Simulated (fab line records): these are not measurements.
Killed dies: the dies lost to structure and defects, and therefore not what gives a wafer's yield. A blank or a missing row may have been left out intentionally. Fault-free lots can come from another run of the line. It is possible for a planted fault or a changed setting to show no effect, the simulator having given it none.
fab line records	flow nand_harc
record lots=13	wafers=39	last_day=24
route steps=1159 shown P_STI@83 P_GATE@113 END@1159
lots with no fault: from the same line, run without faults
start_h: start of the lot's first displayed wafer, in hours after the record's first day	wait_h: hours since the lot's step before	" the same as in the row above	L1.1+2: one row covering several wafers at once	- no value, or no start was given	* or withheld: withheld	< > ~ a bound
route shown NAME@n: NAME is a module with steps in the file, n the number in the route of the first one	usual: mean and standard deviation over wafers with no fault	same: alike in all rows	chamber/n: place in a boat	sites: readings site by site	_std_site: standard deviation of those values	_edge_site: outer sites' mean less inner sites'	radius_mm: for every site, how far away it sits from the centre of the wafer	mask NAME#n: copy n	behind: the last tool/chamber to shape the wafer	hold: the reason the lot was held/the length of the hold in hours/how it ended	device: the n, p or np transistor that did not switch	end of line: tests of these same wafers at the route's end	a step without rows: its recipe alone	killed: at the first sort, the dies lost to defects and structure; wafer yield is something else	map: the dies of a wafer, with x for killed, . for not killed, _ for no die there
set.NAME: the setting the step ran with; set.NAME@STEP: the setting that earlier step ran with	model.NAME: the simulator's own value behind a step, which no gauge read
route steps across a sampled set of lots; one table per step, one row per wafer
services: a tool's chamber out of use, with start hour (start_h, from the record's first day; less than 0 if before it), hours out, and reason
## steps
# step NHARC_P_STI_CD_MEAS_09
# recipe target_cd_nm=200	landing_energy_ev=500
# usual cd_nm=199.4/1.7
lot.wafer	tool	chamber	start_h	wait_h	cd_nm
L412.2	cd_sem-01	0	36.82	-	198.4
L412.5	"	0	"	"	197.2
L412.6	"	0	"	"	198.0
L413.3	cd_sem-02	0	40.77	-	200.6
L413.4	"	0	"	"	199.9
L413.5	"	0	"	"	199.0
L414.1	cd_sem-03	0	50.74	-	199.8
L414.2	"	0	"	"	199.7
L414.5	"	0	"	"	198.6
L415.1	cd_sem-01	0	50.90	-	198.2
L415.3	"	0	"	"	197.9
L415.4	"	0	"	"	198.2
L416.1	cd_sem-03	0	61.81	-	199.8
L416.2	"	0	"	"	199.6
L416.3	"	0	"	"	202.0
L417.2	cd_sem-01	0	61.98	-	197.5
L417.5	"	0	"	"	196.4
L417.6	"	0	"	"	199.8
L429.2	cd_sem-03	0	134.56	-	200.8
L429.3	"	0	"	"	199.6
L429.5	"	0	"	"	201.2
L428.2	cd_sem-02	0	134.72	-	200.8
L428.4	"	0	"	"	200.3
L428.5	"	0	"	"	201.3
L430.1	cd_sem-03	0	145.46	-	201.3
L430.3	"	0	"	"	200.8
L430.6	"	0	"	"	200.1
L431.1	cd_sem-02	0	145.63	-	199.0
L431.2	"	0	"	"	197.2
L431.6	"	0	"	"	197.4
L432.1	cd_sem-02	0	156.54	-	198.5
L432.4	"	0	"	"	199.6
L432.5	"	0	"	"	199.4
L433.2	cd_sem-02	0	161.20	-	201.0
L433.3	"	0	"	"	203.0
L433.6	"	0	"	"	202.0
L434.2	cd_sem-02	0	167.87	-	199.2
L434.3	"	0	"	"	201.6
L434.4	"	0	"	"	199.8
# step NHARC_P_GATE_OXIDE_02
# recipe target_thk_a=375	temp_c=950	p_h2o_torr=720	ox_time_s=365	material=SiO2
lot.wafer	tool	chamber	start_h	wait_h
L412.2+5+6	furnace-01	0	65.80	-
L413.3+4+5	furnace-01	0	65.80	-
L414.1+2+5	furnace-01	0	82.03	-
L415.1+3+4	furnace-01	0	82.03	-
L416.1+2+3	furnace-08	0	96.60	-
L417.2+5+6	furnace-08	0	96.60	-
L428.2+4+5	furnace-08	0	167.90	-
L429.2+3+5	furnace-08	0	167.90	-
L430.1+3+6	furnace-04	0	178.39	-
L431.1+2+6	furnace-04	0	178.39	-
L432.1+4+5	furnace-04	0	190.46	-
L433.2+3+6	furnace-04	0	190.46	-
L434.2+3+4	furnace-04	0	198.39	-
# step NHARC_P_GATE_CD_MEAS_11
# recipe target_cd_nm=1640	landing_energy_ev=500
# usual cd_nm=1640.5/1.3
lot.wafer	tool	chamber	start_h	wait_h	cd_nm
L412.2	cd_sem-02	0	70.87	-	1640.0
L412.5	"	0	"	"	1640.7
L412.6	"	0	"	"	1640.3
L413.3	cd_sem-02	0	70.91	-	1640.1
L413.4	"	0	"	"	1641.1
L413.5	"	0	"	"	1640.7
L415.1	cd_sem-02	0	86.88	-	1641.7
L415.3	"	0	"	"	1642.3
L415.4	"	0	"	"	1640.4
L414.1	cd_sem-01	0	87.04	-	1640.0
L414.2	"	0	"	"	1640.7
L414.5	"	0	"	"	1640.8
L416.1	cd_sem-03	0	101.61	-	1642.2
L416.2	"	0	"	"	1641.5
L416.3	"	0	"	"	1642.5
L417.2	cd_sem-03	0	101.77	-	1640.3
L417.5	"	0	"	"	1638.7
L417.6	"	0	"	"	1639.3
L428.2	cd_sem-01	0	172.83	-	1640.7
L428.4	"	0	"	"	1640.3
L428.5	"	0	"	"	1642.3
L429.2	cd_sem-02	0	172.99	-	1641.1
L429.3	"	0	"	"	1640.6
L429.5	"	0	"	"	1642.0
L430.1	cd_sem-01	0	183.37	-	1640.7
L430.3	"	0	"	"	1641.4
L430.6	"	0	"	"	1642.1
L431.1	cd_sem-03	0	183.53	-	1640.0
L431.2	"	0	"	"	1639.5
L431.6	"	0	"	"	1641.3
L432.1	cd_sem-03	0	195.46	-	1641.1
L432.4	"	0	"	"	1639.0
L432.5	"	0	"	"	1638.7
L433.2	cd_sem-02	0	195.50	-	1638.5
L433.3	"	0	"	"	1638.4
L433.6	"	0	"	"	1641.3
L434.2	cd_sem-03	0	203.46	-	1640.0
L434.3	"	0	"	"	1641.0
L434.4	"	0	"	"	1640.0
# step NHARC_P_GATE_INSPECT_28
# usual raw_defect_count=6.0/2.6
lot.wafer	tool	chamber	start_h	wait_h	hold	raw_defect_count
L412.2	defect_inspect-01	-	85.61	0.0	-	3
L412.5	"	-	"	"	-	7
L412.6	"	-	"	"	-	3
L413.3	defect_inspect-02	-	85.77	0.0	-	6
L413.4	"	-	"	"	-	7
L413.5	"	-	"	"	-	5
L415.1	defect_inspect-01	-	100.55	0.0	-	9
L415.3	"	-	"	"	-	9
L415.4	"	-	"	"	-	8
L414.1	defect_inspect-02	-	100.70	0.0	-	2
L414.2	"	-	"	"	-	5
L414.5	"	-	"	"	-	6
L417.2	defect_inspect-02	-	115.35	0.0	-	4
L417.5	"	-	"	"	-	4
L417.6	"	-	"	"	-	9
L416.1	defect_inspect-01	-	115.64	0.0	-	1
L416.2	"	-	"	"	-	3
L416.3	"	-	"	"	-	11
L428.2	defect_inspect-02	-	189.07	0.0	await_dispo/0.2h/release	310
L428.4	"	-	"	"	await_dispo/0.2h/release	382
L428.5	"	-	"	"	await_dispo/0.2h/release	352
L428.2	defect_inspect-02	-	189.24	0.2	-	313
L428.4	"	-	"	"	-	380
L428.5	"	-	"	"	-	354
L429.2	defect_inspect-02	-	190.66	0.0	await_dispo/0.2h/release	313
L429.3	"	-	"	"	await_dispo/0.2h/release	359
L429.5	"	-	"	"	await_dispo/0.2h/release	316
L429.2	defect_inspect-02	-	190.84	0.2	-	313
L429.3	"	-	"	"	-	363
L429.5	"	-	"	"	-	323
L431.1	defect_inspect-02	-	199.35	0.0	-	2
L431.2	"	-	"	"	-	3
L431.6	"	-	"	"	-	5
L430.1	defect_inspect-02	-	199.38	0.0	-	3
L430.3	"	-	"	"	-	10
L430.6	"	-	"	"	-	5
L432.1	defect_inspect-01	-	209.27	0.0	-	6
L432.4	"	-	"	"	-	7
L432.5	"	-	"	"	-	8
L433.2	defect_inspect-02	-	209.44	0.0	-	6
L433.3	"	-	"	"	-	8
L433.6	"	-	"	"	-	9
L434.2	defect_inspect-01	-	218.08	0.0	-	9
L434.3	"	-	"	"	-	8
L434.4	"	-	"	"	-	7
# step NHARC_P_GATE_ETCH_104
# recipe target_depth_a=600	time_s=withheld	cf4_flow_sccm=100	chf3_flow_sccm=30	ar_flow_sccm=0	rf_w=500	bias_w=200	chemistry=CF4/CHF3
# usual drypump_motor_current_A=5.59/0.29	oes_product_au=0.954/0.018	rf_vpp_V=371.2/2.1	showerhead_plenum_p_Torr=1.59/0.06	throttle_valve_pct=16.802/0.0077
lot.wafer	tool	chamber	start_h	wait_h	drypump_motor_current_A	oes_product_au	rf_vpp_V	showerhead_plenum_p_Torr	throttle_valve_pct
L412.2	rie_diel-02	2	85.77	0.1	6.21	0.969	374.0	1.66	16.802
L412.6	"	3	"	"	4.95	0.950	369.9	1.58	16.806
L412.5	"	0	"	"	5.64	0.960	374.2	1.68	16.782
L413.4	rie_diel-04	1	85.92	0.1	5.55	0.971	367.3	1.46	16.811
L413.3	"	3	"	"	5.73	0.963	372.9	1.64	16.793
L413.5	"	1	"	"	5.53	0.982	367.6	1.46	16.801
L415.4	rie_diel-02	0	100.70	0.1	5.64	0.956	374.1	1.68	16.801
L415.1	"	1	"	"	5.82	0.977	370.4	1.57	16.817
L415.3	"	2	"	"	6.22	0.966	372.7	1.66	16.802
L414.1	rie_diel-12	3	100.85	0.1	5.40	0.923	368.2	1.53	16.810
L414.2	"	2	"	"	5.87	0.924	368.9	1.53	16.793
L414.5	"	0	"	"	5.51	0.932	373.3	1.66	16.803
L417.2	rie_diel-12	1	115.50	0.1	5.77	0.942	370.4	1.57	16.809
L417.6	"	1	"	"	5.75	0.947	371.6	1.57	16.801
L417.5	"	2	"	"	5.85	0.944	369.6	1.53	16.807
L416.3	rie_diel-12	2	115.80	0.1	5.83	0.947	369.1	1.53	16.808
L416.1	"	3	"	"	5.38	0.954	369.9	1.53	16.810
L416.2	"	0	"	"	5.51	0.961	372.9	1.66	16.797
L431.1	rie_diel-12	3	199.52	0.1	5.47	0.967	369.4	1.52	16.796
L431.2	"	0	"	"	5.49	0.961	373.5	1.65	16.801
L431.6	"	3	"	"	5.41	0.970	367.4	1.52	16.809
L430.3	rie_diel-04	1	199.55	0.1	5.52	0.932	374.8	1.69	16.806
L430.1	"	2	"	"	5.06	0.934	371.8	1.59	16.800
L430.6	"	0	"	"	5.39	0.928	369.6	1.54	16.809
L433.2	rie_diel-04	2	209.80	0.1	5.07	0.983	371.7	1.59	16.803
L433.3	"	0	"	"	5.39	0.965	369.2	1.53	16.795
L433.6	"	2	"	"	5.06	0.984	371.7	1.59	16.799
L432.1	rie_diel-02	1	209.85	0.2	5.81	0.918	370.0	1.57	16.793
L432.4	"	3	"	"	4.94	0.930	370.5	1.57	16.806
L432.5	"	2	"	"	6.22	0.925	373.3	1.65	16.807
L434.2	rie_diel-12	0	218.22	0.1	5.51	0.969	372.9	1.65	16.798
L434.4	"	1	"	"	5.76	0.973	370.1	1.57	16.794
L434.3	"	3	"	"	5.42	0.981	371.3	1.52	16.800
# step NHARC_END_SORT_01
# recipe temp_c=25
# usual defect_limited_yield=95.1/1.8	killed_at_array=29/11	killed_at_other=0.6/0.89	killed_at_periphery=3.8/2.8	killed_dies=33/12	killed_open=3.5/1.9	killed_short=1.9/1.3	sort_bin_2_pct=1.5/0.72	sort_bin_3_pct=0.28/0.23	sort_bin_4_pct=3.1/1.2	sort_n_pass=644/12	sort_rim_yield_pct=94.8/2.9	sort_yield_pct=95.1/1.8
# same gross_dies=677	sort_bin_5_pct[%]=0	sort_bin_6_pct[%]=0	sort_bin_7_pct[%]=0	sort_bin_8_pct[%]=0	sort_rim_n_gross=106.00
lot.wafer	tool	chamber	start_h	wait_h	defect_limited_yield[%]	killed_at_array	killed_at_other	killed_at_periphery	killed_dies	killed_open	killed_short	sort_bin_2_pct[%]	sort_bin_3_pct[%]	sort_bin_4_pct[%]	sort_n_pass	sort_rim_yield_pct[%]	sort_yield_pct[%]
L414.1	prober-02	0	447.08	2.5	97.3	15	1	2	18	5	0	0.7	0	1.9	659	96.2	97.3
L414.2	prober-02	0	447.90	2.8	96.0	26	0	1	27	3	2	1.0	0.30	2.7	650	98.1	96.0
L414.5	prober-02	0	450.33	3.8	95.4	30	0	1	31	5	2	1.5	0	3.1	646	97.2	95.4
L412.2	prober-01	0	447.85	2.8	96.3	21	0	4	25	3	1	1.3	0	2.4	652	92.5	96.3
L412.5	prober-01	0	450.24	3.7	94.8	33	0	2	35	4	1	1.5	0.44	3.2	642	97.2	94.8
L412.6	prober-01	0	451.03	4.0	95.9	23	0	5	28	6	0	1.6	0	2.5	649	95.3	95.9
L415.1	prober-02	0	454.96	2.5	95.6	26	0	4	30	3	4	2.1	0.15	2.2	647	98.1	95.6
L415.3	prober-02	0	456.59	3.1	96.2	19	2	5	26	5	1	0.9	0.30	2.7	651	94.3	96.2
L415.4	prober-02	0	457.41	3.5	95.1	29	0	4	33	3	3	0.9	0	4.0	644	97.2	95.1
L413.3	prober-01	0	456.44	3.1	92.9	41	2	5	48	4	2	1.9	0.44	4.7	629	89.6	92.9
L413.4	prober-01	0	457.23	3.4	94.5	31	2	4	37	6	2	2.2	0.30	3.0	640	97.2	94.5
L413.5	prober-01	0	458.03	3.7	93.5	42	0	2	44	4	0	2.7	0.30	3.5	633	90.6	93.5
L416.1	prober-02	0	473.41	2.5	98.8	7	1	0	8	2	1	0.1	0.15	0.9	669	97.2	98.8
L416.2	prober-02	0	474.22	2.8	97.6	12	0	4	16	4	3	0.7	0	1.6	661	98.1	97.6
L416.3	prober-02	0	475.03	3.1	97.2	17	0	2	19	2	2	0.9	0.15	1.8	658	95.3	97.2
L417.2	prober-01	0	474.22	2.8	95.9	23	3	2	28	2	4	1.0	0.15	3.0	649	94.3	95.9
L417.5	prober-01	0	476.65	3.7	95.4	27	1	3	31	5	1	1.2	0.30	3.1	646	97.2	95.4
L417.6	prober-01	0	477.46	4.1	97.2	15	1	3	19	3	1	1.2	0.15	1.5	658	97.2	97.2
L431.1	prober-01	0	547.19	2.5	92.6	43	1	6	50	6	1	2.7	0.30	4.4	627	87.7	92.6
L431.2	prober-01	0	547.98	2.8	93.4	43	0	2	45	3	3	2.2	0.30	4.1	632	98.1	93.4
L431.6	prober-01	0	551.15	4.0	92.3	47	2	3	52	4	1	3.4	0.59	3.7	625	91.5	92.3
L430.1	prober-02	0	562.74	2.5	97.8	11	1	3	15	3	1	0.4	0	1.8	662	97.2	97.8
L430.3	prober-02	0	564.32	3.1	96.6	19	2	2	23	4	2	1.0	0.15	2.2	654	95.3	96.6
L430.6	prober-02	0	566.69	4.0	95.4	28	3	0	31	4	2	1.5	0.44	2.7	646	98.1	95.4
L433.2	prober-01	0	563.60	2.8	92.5	51	0	0	51	4	0	3.0	0.59	4.0	626	91.5	92.5
L433.3	prober-01	0	564.40	3.1	92.0	48	0	6	54	3	1	3.2	0	4.7	623	89.6	92.0
L433.6	prober-01	0	566.79	4.0	93.4	42	0	3	45	4	1	2.1	0.44	4.1	632	91.5	93.4
L432.1	prober-02	0	570.57	2.6	96.0	24	0	3	27	4	0	0.9	0.15	3.0	650	99.1	96.0
L432.4	prober-02	0	572.98	3.4	97.0	17	2	1	20	2	2	0.7	0.30	1.9	657	100.0	97.0
L432.5	prober-02	0	573.78	3.7	97.5	15	0	2	17	2	3	0.7	0	1.8	660	99.1	97.5
L434.2	prober-01	0	578.37	2.8	91.1	51	0	9	60	5	2	3.1	0.30	5.5	617	93.4	91.1
L434.3	prober-01	0	579.18	3.1	90.7	58	0	5	63	2	2	2.7	1.03	5.6	614	97.2	90.7
L434.4	prober-01	0	579.99	3.4	91.3	53	0	6	59	2	3	3.0	0.59	5.2	618	88.7	91.3
# killed by level:class
L414.1 A_SLIT:chamber_film_flake=8 A_M0:geometric_particle:open=2 P_M0:geometric_particle:open=1 A_CONTACT:geometric_particle:open=1 P_GATE:chamber_film_flake=1 STARTING-WAFER:geometric_particle:open=1 A_CHANNEL_HOLE_D1:chamber_film_flake=1 A_WL_FILL:chamber_film_flake=1
L412.2 A_SLIT:chamber_film_flake=7 A_CONTACT:chamber_film_flake=4 A_CHANNEL_HOLE_D1:chamber_film_flake=3 P_M1:chamber_film_flake=2 A_STAIRCASE:chamber_film_flake=2 A_M1:chamber_film_flake=2 P_M1:geometric_particle:short=1 A_SOURCE_PLATE:geometric_particle:open=1
L414.2 A_SLIT:chamber_film_flake=18 A_CHANNEL_HOLE_D1:chamber_film_flake=2 A_STAIRCASE:chamber_film_flake=2 P_M0:geometric_particle:open=1 A_ONON_D1:geometric_particle:short=1 A_CHANNEL_FILL_D1:geometric_particle:open=1 A_CONTACT:geometric_particle:short=1 A_BLC:geometric_particle:open=1
L412.5 A_SLIT:chamber_film_flake=13 A_CONTACT:chamber_film_flake=5 A_CHANNEL_HOLE_D1:chamber_film_flake=3 A_STAIRCASE:chamber_film_flake=3 A_SGD_CUT:chamber_film_flake=3 P_M1:chamber_film_flake=2 A_ONON_D1:geometric_particle:short=1 A_CHANNEL_FILL_D1:geometric_particle:open=1
L414.5 A_SLIT:chamber_film_flake=12 A_CHANNEL_HOLE_D1:chamber_film_flake=4 A_STAIRCASE:chamber_film_flake=4 A_CONTACT:chamber_film_flake=4 A_M0:geometric_particle:open=3 P_CONTACT:geometric_particle:open=1 A_STAIRCASE:geometric_particle:short=1 A_SGD_CUT:geometric_particle:short=1
L412.6 A_SLIT:chamber_film_flake=6 A_SGD_CUT:chamber_film_flake=3 P_M0:geometric_particle:open=2 A_M0:geometric_particle:open=2 A_ZERO_WELL:chamber_film_flake=2 A_CHANNEL_HOLE_D1:chamber_film_flake=2 A_STAIRCASE:chamber_film_flake=2 A_CONTACT:chamber_film_flake=2
L415.1 A_CHANNEL_HOLE_D1:chamber_film_flake=13 A_STAIRCASE:chamber_film_flake=3 A_CHANNEL_FILL_D1:chamber_film_flake=2 A_WL_FILL:chamber_film_flake=2 A_CONTACT:chamber_film_flake=2 P_GATE:geometric_particle:open=1 P_CONTACT:geometric_particle:open=1 P_M0:geometric_particle:short=1
L413.3 A_CHANNEL_HOLE_D1:chamber_film_flake=14 A_CONTACT:chamber_film_flake=11 A_SLIT:chamber_film_flake=7 P_GATE:chamber_film_flake=2 A_STAIRCASE:chamber_film_flake=2 A_M1:chamber_film_flake=2 THIN_TSV:chamber_film_flake=2 P_CONTACT:geometric_particle:short=1
L415.3 A_CHANNEL_HOLE_D1:chamber_film_flake=10 P_STI:chamber_film_flake=3 A_SLIT:chamber_film_flake=2 THIN_TSV:chamber_film_flake=2 P_M0:geometric_particle:open=1 A_ONON_D1:geometric_particle:open=1 A_SGD_CUT:geometric_particle:open=1 A_WL_FILL:geometric_particle:short=1
L413.4 A_CHANNEL_HOLE_D1:chamber_film_flake=11 A_CONTACT:chamber_film_flake=9 A_SLIT:chamber_film_flake=6 P_GATE:geometric_particle:open=1 P_CONTACT:geometric_particle:open=1 P_M0:geometric_particle:open=1 A_ONON_D1:geometric_particle:short=1 A_CHANNEL_FILL_D1:geometric_particle:short=1
L415.4 A_CHANNEL_HOLE_D1:chamber_film_flake=16 A_CONTACT:chamber_film_flake=4 A_WL_FILL:geometric_particle:short=2 P_GATE:chamber_film_flake=2 A_SLIT:chamber_film_flake=2 P_GATE:geometric_particle:open=1 P_M1:geometric_particle:open=1 A_CHANNEL_FILL_D1:geometric_particle:short=1
L413.5 A_CHANNEL_HOLE_D1:chamber_film_flake=16 A_SLIT:chamber_film_flake=10 A_CONTACT:chamber_film_flake=6 A_WL_FILL:geometric_particle:open=2 P_M1:chamber_film_flake=2 A_ZERO_WELL:chamber_film_flake=2 A_WL_FILL:chamber_film_flake=2 A_CHANNEL_FILL_D1:geometric_particle:open=1
L416.1 A_CHANNEL_HOLE_D1:chamber_film_flake=3 A_ONON_D1:geometric_particle:open=1 A_CHANNEL_FILL_D1:geometric_particle:open=1 STARTING-WAFER:geometric_particle:short=1 A_ZERO_WELL:chamber_film_flake=1 A_STAIRCASE:chamber_film_flake=1
L416.2 P_GATE:chamber_film_flake=2 A_M0:chamber_film_flake=2 P_M0:geometric_particle:open=1 A_ONON_D1:geometric_particle:short=1 A_SLIT:geometric_particle:short=1 A_WL_FILL:geometric_particle:open=1 A_CONTACT:geometric_particle:short=1 A_CONTACT:geometric_particle:open=1
L417.2 A_SLIT:chamber_film_flake=7 A_CHANNEL_HOLE_D1:chamber_film_flake=4 A_CONTACT:chamber_film_flake=3 THIN_TSV:chamber_film_flake=3 A_CONTACT:geometric_particle:open=2 P_M1:chamber_film_flake=2 A_STAIRCASE:chamber_film_flake=2 A_SOURCE_PLATE:geometric_particle:short=1
L416.3 A_M0:chamber_film_flake=5 A_CHANNEL_HOLE_D1:chamber_film_flake=4 A_STAIRCASE:chamber_film_flake=4 P_GATE:chamber_film_flake=1 P_CONTACT:geometric_particle:open=1 A_SOURCE_PLATE:geometric_particle:short=1 A_STAIRCASE:geometric_particle:open=1 A_M0:geometric_particle:short=1
L417.5 A_SLIT:chamber_film_flake=14 A_ZERO_WELL:chamber_film_flake=3 P_M0:geometric_particle:open=2 A_CHANNEL_HOLE_D1:chamber_film_flake=2 A_CONTACT:chamber_film_flake=2 A_ONON_D1:geometric_particle:short=1 A_ONON_D1:geometric_particle:open=1 A_WL_FILL:geometric_particle:open=1
L417.6 A_SLIT:chamber_film_flake=6 A_CHANNEL_HOLE_D1:chamber_film_flake=2 A_CONTACT:chamber_film_flake=2 P_M0:geometric_particle:short=1 A_SOURCE_PLATE:geometric_particle:open=1 A_ONON_D1:geometric_particle:open=1 A_CONTACT:geometric_particle:open=1 P_ZERO_WELL:chamber_film_flake=1
L431.1 A_CHANNEL_HOLE_D1:chamber_film_flake=19 A_SLIT:chamber_film_flake=17 P_GATE:chamber_film_flake=4 A_CONTACT:geometric_particle:open=3 P_M0:geometric_particle:open=1 A_ONON_D1:geometric_particle:open=1 A_CHANNEL_FILL_D1:geometric_particle:open=1 A_CONTACT:geometric_particle:short=1
L431.2 A_SLIT:chamber_film_flake=18 A_CHANNEL_HOLE_D1:chamber_film_flake=17 P_GATE:geometric_particle:open=1 A_CHANNEL_FILL_D1:geometric_particle:short=1 A_WL_FILL:geometric_particle:short=1 A_CONTACT:geometric_particle:open=1 A_BLC:geometric_particle:short=1 A_M0:geometric_particle:open=1
L431.6 A_CHANNEL_HOLE_D1:chamber_film_flake=21 A_SLIT:chamber_film_flake=18 P_GATE:chamber_film_flake=3 A_BLC:chamber_film_flake=3 A_CONTACT:geometric_particle:open=2 THIN_TSV:chamber_film_flake=2 A_ONON_D1:geometric_particle:open=1 A_CHANNEL_HOLE_D1:geometric_particle:short=1
L430.1 A_CHANNEL_HOLE_D1:chamber_film_flake=5 A_CONTACT:chamber_film_flake=2 P_M1:geometric_particle:open=1 P_M2:geometric_particle:open=1 A_CHANNEL_FILL_D1:geometric_particle:short=1 A_BLC:geometric_particle:open=1 P_M1:chamber_film_flake=1 A_SGD_CUT:chamber_film_flake=1
L433.2 A_CHANNEL_HOLE_D1:chamber_film_flake=23 A_SLIT:chamber_film_flake=14 A_WL_FILL:chamber_film_flake=6 A_CONTACT:geometric_particle:open=2 A_STAIRCASE:chamber_film_flake=2 A_CONTACT:chamber_film_flake=2 A_ONON_D1:geometric_particle:open=1 A_BLC:geometric_particle:open=1
L430.3 A_WL_FILL:chamber_film_flake=5 A_SGD_CUT:chamber_film_flake=4 A_CONTACT:chamber_film_flake=3 A_CHANNEL_HOLE_D1:chamber_film_flake=2 THIN_TSV:chamber_film_flake=2 P_CONTACT:geometric_particle:open=1 A_WL_FILL:geometric_particle:short=1 A_WL_FILL:geometric_particle:open=1
L433.3 A_CHANNEL_HOLE_D1:chamber_film_flake=25 A_SLIT:chamber_film_flake=12 P_STI:chamber_film_flake=3 A_WL_FILL:chamber_film_flake=3 A_CONTACT:chamber_film_flake=3 P_M0:geometric_particle:open=2 A_ZERO_WELL:chamber_film_flake=2 A_CONTACT:geometric_particle:open=1
L430.6 A_CHANNEL_HOLE_D1:chamber_film_flake=9 A_CONTACT:chamber_film_flake=7 A_SGD_CUT:chamber_film_flake=3 A_ZERO_WELL:chamber_film_flake=2 A_STAIRCASE:chamber_film_flake=2 THIN_TSV:chamber_film_flake=2 A_CHANNEL_FILL_D1:geometric_particle:short=1 A_SGD_CUT:geometric_particle:open=1
L433.6 A_SLIT:chamber_film_flake=17 A_CHANNEL_HOLE_D1:chamber_film_flake=13 A_CONTACT:chamber_film_flake=4 A_STAIRCASE:chamber_film_flake=3 P_STI:chamber_film_flake=2 P_CONTACT:geometric_particle:open=1 A_SOURCE_PLATE:geometric_particle:short=1 A_SGD_CUT:geometric_particle:open=1
L432.1 A_CONTACT:chamber_film_flake=10 A_CHANNEL_HOLE_D1:chamber_film_flake=8 A_ZERO_WELL:chamber_film_flake=4 P_STI:geometric_particle:open=2 P_CONTACT:geometric_particle:open=1 A_BONDPAD:geometric_particle:open=1 A_SLIT:chamber_film_flake=1
L432.4 A_CHANNEL_HOLE_D1:chamber_film_flake=8 A_CONTACT:chamber_film_flake=3 A_ZERO_WELL:chamber_film_flake=2 THIN_TSV:chamber_film_flake=2 P_M0:geometric_particle:open=1 A_SGD_CUT:geometric_particle:open=1 A_WL_FILL:geometric_particle:short=1 A_BLC:geometric_particle:short=1
L432.5 A_CHANNEL_HOLE_D1:chamber_film_flake=9 A_ZERO_WELL:chamber_film_flake=2 P_GATE:geometric_particle:open=1 P_CONTACT:geometric_particle:short=1 A_CHANNEL_FILL_D1:geometric_particle:short=1 A_CONTACT:geometric_particle:short=1 A_M0:geometric_particle:open=1 A_CONTACT:chamber_film_flake=1
L434.2 A_CHANNEL_HOLE_D1:chamber_film_flake=19 A_SLIT:chamber_film_flake=18 A_CONTACT:chamber_film_flake=9 P_ZERO_WELL:chamber_film_flake=5 P_M0:geometric_particle:open=1 P_M0:geometric_particle:short=1 P_M1:geometric_particle:open=1 A_ONON_D1:geometric_particle:open=1
L434.3 A_CHANNEL_HOLE_D1:chamber_film_flake=26 A_SLIT:chamber_film_flake=19 A_CONTACT:chamber_film_flake=8 P_M0:geometric_particle:open=1 A_ONON_D1:geometric_particle:short=1 A_WL_FILL:geometric_particle:short=1 A_CONTACT:geometric_particle:open=1 P_ZERO_WELL:chamber_film_flake=1
L434.4 A_CHANNEL_HOLE_D1:chamber_film_flake=19 A_SLIT:chamber_film_flake=13 A_CONTACT:chamber_film_flake=12 P_ZERO_WELL:chamber_film_flake=3 A_WL_FILL:chamber_film_flake=3 A_SOURCE_PLATE:geometric_particle:short=1 A_ONON_D1:geometric_particle:short=1 A_CHANNEL_FILL_D1:geometric_particle:open=1
## services
tool	chamber	start_h	hours	kind
rie_diel-12	0	58.90	-	clean
rie_diel-12	1	58.90	-	clean
rie_diel-12	2	58.90	-	clean
rie_diel-12	3	58.90	-	clean
rie_diel-12	0	83.47	-	clean
rie_diel-12	1	83.47	-	clean
rie_diel-12	2	83.47	-	clean
rie_diel-12	3	83.47	-	clean
rie_diel-12	0	107.97	-	clean
rie_diel-12	1	107.97	-	clean
rie_diel-12	2	107.97	-	clean
rie_diel-12	3	107.97	-	clean
rie_diel-04	-	112.09	9.0	pm
rie_diel-12	3	116.65	4.4	repair
rie_diel-04	1	121.94	9.3	repair
rie_diel-04	-	130.91	2.7	repair
rie_diel-12	0	132.47	-	clean
rie_diel-12	1	132.47	-	clean
rie_diel-12	2	132.47	-	clean
rie_diel-12	3	146.58	16.9	repair
rie_diel-02	-	151.26	9.0	pm
rie_diel-12	1	198.75	4.1	repair
rie_diel-12	-	202.40	9.0	pm
rie_diel-02	1	218.06	10.4	repair
## key
first_sign step=NHARC_P_GATE_INSPECT_28	reading=raw_defect_count	direction=up	sigmas=99+	usual=6.0	struck=338.7
effect step=NHARC_P_GATE_INSPECT_28	reading=hold	direction=added
met_at NHARC_P_GATE_OXIDE_02
struck_lots L428,L429
scrapped_behind NHARC_P_GATE_INSPECT_28 L428.2,L428.4,L428.5,L429.2,L429.3,L429.5
not_acting_at NHARC_P_STI_CD_MEAS_09,NHARC_P_GATE_CD_MEAS_11,NHARC_P_GATE_ETCH_104
onset_between 96.60 167.90
fault kind=chamber_particle_source	tool=furnace-08	chamber=-	onset_h=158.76	steps=NHARC_P_GATE_OXIDE_02	rate_per_visit_cm2=0.50607	end_h=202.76
